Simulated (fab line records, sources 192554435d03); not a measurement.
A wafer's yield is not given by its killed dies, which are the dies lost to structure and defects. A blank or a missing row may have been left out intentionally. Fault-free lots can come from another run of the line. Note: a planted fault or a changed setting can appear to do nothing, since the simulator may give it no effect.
Matching of chambers | flow n5 finfet | N5_BEOL_M7_DESCUM_33 on rie diel-06 has 4 sister chambers
The step chemistry O2, time 7 s. 8 wafers are shown with their chamber, then 7 later ones without.

## EACH WAFER AND ITS CHAMBER
wafer  | chamber | showerhead plenum p Torr (Torr) | oes product au (a.u.)
L074.5 | 3       | 1.93                            | 0.77
L077.6 | 0       | 2.04                            | 0.86
L081.2 | 3       | 1.93                            | 0.75
L087.1 | 1       | 2.13                            | 0.96
L087.2 | 2       | 2.14                            | 0.90
L087.3 | 0       | 2.03                            | 0.83
L085.1 | 2       | 2.14                            | 0.88
L085.4 | 1       | 2.13                            | 0.95

## WAFERS WITH NO CHAMBER GIVEN
wafer  | showerhead plenum p Torr (Torr) | oes product au (a.u.)
L085.5 | 1.92                            | 0.74
L090.1 | 2.03                            | 0.81
L090.4 | 1.92                            | 0.75
L090.5 | 2.03                            | 0.81
L094.1 | 2.03                            | 0.80
L094.4 | 1.92                            | 0.73
L094.6 | 2.03                            | 0.80

## WHICH CHAMBER EACH ONE RAN IN
wafer  | from the rows above | in truth
L085.5 | 3                   | 3
L090.1 | 0                   | 0
L090.4 | 3                   | 3
L090.5 | 0                   | 0
L094.1 | 0                   | 0
L094.4 | 3                   | 3
L094.6 | 0                   | 0
Correct placement for 7 of the 7. From these rows, 0 cannot be placed. Placed wrongly: 0.
How it was worked out, from the rows above alone: a wafer's distance from a chamber is the root of the sum, over the readings, of the square of ((its reading less the chamber's mean) divided by the reading's scatter). The wafer belongs to the nearest chamber; if the next one is less than 2 further off, it can't be placed. Each chamber's mean is taken over the wafers shown for it. The scatter is the square root of a quotient: the sum, over the shown wafers, of each reading's squared deviation from its chamber's mean, divided by wafers minus chambers.
